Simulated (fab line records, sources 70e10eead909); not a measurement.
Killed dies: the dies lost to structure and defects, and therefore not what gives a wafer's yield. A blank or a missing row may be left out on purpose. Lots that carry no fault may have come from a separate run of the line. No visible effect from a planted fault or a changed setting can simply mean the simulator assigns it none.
Shared-tool check / flow nandHarc / 14 lots, 42 wafers sampled

WHY IT WAS OPENED
On 2 of the 14 lots, a flag is raised at NHARC_A_M0_THK_MEAS_24 on the reading thkNm. Fault-free wafers read 113.6 nm, with a standard deviation of 1.5.
Rule: a lot is flagged when every wafer of it that has a number lies more than 4 standard deviations from that mean, or none has a number. All remaining lots are regarded as sound.

lot=L847; measured=day 23 09:02; on=filmMetro-02; thkNm (nm), wafer by wafer=114.4 114.1 117.8; flag=
lot=L850; measured=day 23 19:41; on=filmMetro-02; thkNm (nm), wafer by wafer=113.6 117.4 113.0; flag=
lot=L851; measured=day 24 02:39; on=filmMetro-02; thkNm (nm), wafer by wafer=112.3 113.4 111.8; flag=
lot=L852; measured=day 24 02:45; on=filmMetro-01; thkNm (nm), wafer by wafer=110.2 112.5 111.8; flag=
lot=L849; measured=day 24 07:31; on=filmMetro-02; thkNm (nm), wafer by wafer=112.7 112.3 112.7; flag=
lot=L853; measured=day 25 00:15; on=filmMetro-02; thkNm (nm), wafer by wafer=113.3 110.8 114.0; flag=
lot=L855; measured=day 26 06:20; on=filmMetro-01; thkNm (nm), wafer by wafer=111.3 112.6 111.4; flag=
lot=L856; measured=day 26 19:02; on=filmMetro-01; thkNm (nm), wafer by wafer=28.8 29.6 31.2; flag=FLAGGED
lot=L857; measured=day 27 20:44; on=filmMetro-01; thkNm (nm), wafer by wafer=28.5 28.4 29.5; flag=FLAGGED
lot=L859; measured=day 27 23:29; on=filmMetro-02; thkNm (nm), wafer by wafer=113.4 115.7 111.8; flag=
lot=L866; measured=day 31 00:51; on=filmMetro-02; thkNm (nm), wafer by wafer=113.8 115.1 115.0; flag=
lot=L868; measured=day 31 06:49; on=filmMetro-01; thkNm (nm), wafer by wafer=113.4 113.9 112.5; flag=
lot=L867; measured=day 31 07:58; on=filmMetro-02; thkNm (nm), wafer by wafer=115.7 116.6 112.1; flag=
lot=L869; measured=day 31 19:14; on=filmMetro-02; thkNm (nm), wafer by wafer=114.5 115.1 113.7; flag=
The mean of the flagged lots' numbers is 29.3 nm, -84.3 nm from the usual (-56 standard deviations).

LOT BY LOT: THE TOOL USED
Before the reading, the record contains 4 process steps out of a 1302-step route. In each cell: the tool, then ch and the chambers that the sampled wafers went through, then the start.
lot=L847; flag=; NHARC_A_BLC_CMP_25=cmp-01 ch 0,2, day 23 05:22; NHARC_A_M0_DEGAS_28=pvdSputter-01, day 23 07:38; NHARC_A_M0_ECD_22=ecdCu-02 ch 0,1, day 23 08:06; NHARC_A_M0_CMP_23=cmp-02 ch 1,2,3, day 23 08:45
lot=L850; flag=; NHARC_A_BLC_CMP_25=cmp-02 ch 1,2,3, day 23 15:55; NHARC_A_M0_DEGAS_28=pvdSputter-03, day 23 18:16; NHARC_A_M0_ECD_22=ecdCu-02 ch 0,1, day 23 18:41; NHARC_A_M0_CMP_23=cmp-03 ch 1,2,3, day 23 19:25
lot=L851; flag=; NHARC_A_BLC_CMP_25=cmp-01 ch 1,2, day 23 22:24; NHARC_A_M0_DEGAS_28=pvdSputter-03, day 24 01:16; NHARC_A_M0_ECD_22=ecdCu-01 ch 0,1, day 24 01:37; NHARC_A_M0_CMP_23=cmp-04 ch 0,2,3, day 24 02:25
lot=L852; flag=; NHARC_A_BLC_CMP_25=cmp-02 ch 1,2, day 23 22:56; NHARC_A_M0_DEGAS_28=pvdSputter-02, day 24 01:21; NHARC_A_M0_ECD_22=ecdCu-02 ch 0,1, day 24 01:43; NHARC_A_M0_CMP_23=cmp-02 ch 0,1, day 24 02:26
lot=L849; flag=; NHARC_A_BLC_CMP_25=cmp-04 ch 0,1,3, day 24 03:27; NHARC_A_M0_DEGAS_28=pvdSputter-01, day 24 06:07; NHARC_A_M0_ECD_22=ecdCu-01 ch 0,1, day 24 06:28; NHARC_A_M0_CMP_23=cmp-03 ch 0,2,3, day 24 07:11
lot=L853; flag=; NHARC_A_BLC_CMP_25=cmp-01 ch 0,1, day 24 19:58; NHARC_A_M0_DEGAS_28=pvdSputter-03, day 24 22:50; NHARC_A_M0_ECD_22=ecdCu-02 ch 0,1, day 24 23:16; NHARC_A_M0_CMP_23=cmp-02 ch 1,3, day 24 23:56
lot=L855; flag=; NHARC_A_BLC_CMP_25=cmp-01 ch 0,2,3, day 26 02:32; NHARC_A_M0_DEGAS_28=pvdSputter-03, day 26 04:57; NHARC_A_M0_ECD_22=ecdCu-02 ch 0,1, day 26 05:19; NHARC_A_M0_CMP_23=cmp-04 ch 0,2,3, day 26 06:01
lot=L856; flag=FLAGGED; NHARC_A_BLC_CMP_25=cmp-04 ch 0,1,2, day 26 15:17; NHARC_A_M0_DEGAS_28=pvdSputter-02, day 26 17:40; NHARC_A_M0_ECD_22=ecdCu-02 ch 0,1, day 26 18:05; NHARC_A_M0_CMP_23=cmp-02 ch 1,2,3, day 26 18:46
lot=L857; flag=FLAGGED; NHARC_A_BLC_CMP_25=cmp-01 ch 0,2,3, day 27 16:55; NHARC_A_M0_DEGAS_28=pvdSputter-03, day 27 19:19; NHARC_A_M0_ECD_22=ecdCu-02 ch 0,1, day 27 19:49; NHARC_A_M0_CMP_23=cmp-04 ch 0,3, day 27 20:25
lot=L859; flag=; NHARC_A_BLC_CMP_25=cmp-02 ch 0,1,2, day 27 19:24; NHARC_A_M0_DEGAS_28=pvdSputter-03, day 27 21:50; NHARC_A_M0_ECD_22=ecdCu-01 ch 0,1, day 27 22:36; NHARC_A_M0_CMP_23=cmp-03 ch 0,1,2, day 27 23:16
lot=L866; flag=; NHARC_A_BLC_CMP_25=cmp-02 ch 0,2,3, day 30 21:00; NHARC_A_M0_DEGAS_28=pvdSputter-02, day 30 23:23; NHARC_A_M0_ECD_22=ecdCu-02 ch 0,1, day 30 23:45; NHARC_A_M0_CMP_23=cmp-03 ch 0,2,3, day 31 00:32
lot=L868; flag=; NHARC_A_BLC_CMP_25=cmp-02 ch 0,1,3, day 31 02:37; NHARC_A_M0_DEGAS_28=pvdSputter-02, day 31 05:25; NHARC_A_M0_ECD_22=ecdCu-01 ch 0,1, day 31 05:46; NHARC_A_M0_CMP_23=cmp-04 ch 1,2,3, day 31 06:29
lot=L867; flag=; NHARC_A_BLC_CMP_25=cmp-04 ch 0,1,3, day 31 04:20; NHARC_A_M0_DEGAS_28=pvdSputter-01, day 31 06:34; NHARC_A_M0_ECD_22=ecdCu-01 ch 1, day 31 06:56; NHARC_A_M0_CMP_23=cmp-04 ch 0,1,2, day 31 07:43
lot=L869; flag=; NHARC_A_BLC_CMP_25=cmp-02 ch 0,1,2, day 31 15:24; NHARC_A_M0_DEGAS_28=pvdSputter-01, day 31 17:48; NHARC_A_M0_ECD_22=ecdCu-02 ch 0,1, day 31 18:11; NHARC_A_M0_CMP_23=cmp-02 ch 0,1,2, day 31 18:56
What the steps here do:
- NHARC_A_BLC_CMP_25: polishes, t overpolish 30 s, target thk 150 nm.
- NHARC_A_M0_DEGAS_28: time 60 s.
- NHARC_A_M0_ECD_22: material Cu, target thk 400 nm.
- NHARC_A_M0_CMP_23: polishes, t overpolish 20 s, target thk 113.75 nm.
- NHARC_A_M0_THK_MEAS_24: measures by xrf.

FLAGGED AGAINST TOTAL, ONE TOOL AT A TIME (gauges that did the reading follow at the end)
step=NHARC_A_BLC_CMP_25; tool=cmp-01; lots run=5; flagged=1; share of the flagged lots=some; sound lots run after its first flagged lot=0
step=NHARC_A_BLC_CMP_25; tool=cmp-02; lots run=6; flagged=0; share of the flagged lots=none; sound lots run after its first flagged lot=-
step=NHARC_A_BLC_CMP_25; tool=cmp-04; lots run=3; flagged=1; share of the flagged lots=some; sound lots run after its first flagged lot=1 (L867)
step=NHARC_A_M0_DEGAS_28; tool=pvdSputter-01; lots run=4; flagged=0; share of the flagged lots=none; sound lots run after its first flagged lot=-
step=NHARC_A_M0_DEGAS_28; tool=pvdSputter-02; lots run=4; flagged=1; share of the flagged lots=some; sound lots run after its first flagged lot=2 (L866,L868)
step=NHARC_A_M0_DEGAS_28; tool=pvdSputter-03; lots run=6; flagged=1; share of the flagged lots=some; sound lots run after its first flagged lot=1 (L859)
step=NHARC_A_M0_ECD_22; tool=ecdCu-01; lots run=5; flagged=0; share of the flagged lots=none; sound lots run after its first flagged lot=-
step=NHARC_A_M0_ECD_22; tool=ecdCu-02; lots run=9; flagged=2; share of the flagged lots=all; sound lots run after its first flagged lot=2 (L866,L869)
step=NHARC_A_M0_CMP_23; tool=cmp-02; lots run=5; flagged=1; share of the flagged lots=some; sound lots run after its first flagged lot=1 (L869)
step=NHARC_A_M0_CMP_23; tool=cmp-03; lots run=4; flagged=0; share of the flagged lots=none; sound lots run after its first flagged lot=-
step=NHARC_A_M0_CMP_23; tool=cmp-04; lots run=5; flagged=1; share of the flagged lots=some; sound lots run after its first flagged lot=2 (L868,L867)
step=NHARC_A_M0_THK_MEAS_24; tool=filmMetro-01; lots run=5; flagged=2; share of the flagged lots=all; sound lots run after its first flagged lot=1 (L868)
step=NHARC_A_M0_THK_MEAS_24; tool=filmMetro-02; lots run=9; flagged=0; share of the flagged lots=none; sound lots run after its first flagged lot=-

WHAT THE TABLE ALLOWS
ecdCu-02 at NHARC_A_M0_ECD_22 and filmMetro-01 at NHARC_A_M0_THK_MEAS_24 are the 2 rows of the table that ran each flagged lot.
- ecdCu-02 at NHARC_A_M0_ECD_22 ran 9 lots, 2 of them flagged. Sound lots followed the first flagged one (L866, L869) on it, something a lasting fault affecting the whole tool could not allow. On the flagged lots its readings are blank where sound lots have values: bathHeatDutyPct, bathTempC.
- filmMetro-01 at NHARC_A_M0_THK_MEAS_24 ran 5 lots, 2 of them flagged. Sound lots followed the first flagged one (L868) on it, something a lasting fault affecting the whole tool could not allow.
Every row of the table either missed a flagged lot or ran a sound lot after the first.

WHAT HAD BEEN PUT IN BY THE SIMULATOR
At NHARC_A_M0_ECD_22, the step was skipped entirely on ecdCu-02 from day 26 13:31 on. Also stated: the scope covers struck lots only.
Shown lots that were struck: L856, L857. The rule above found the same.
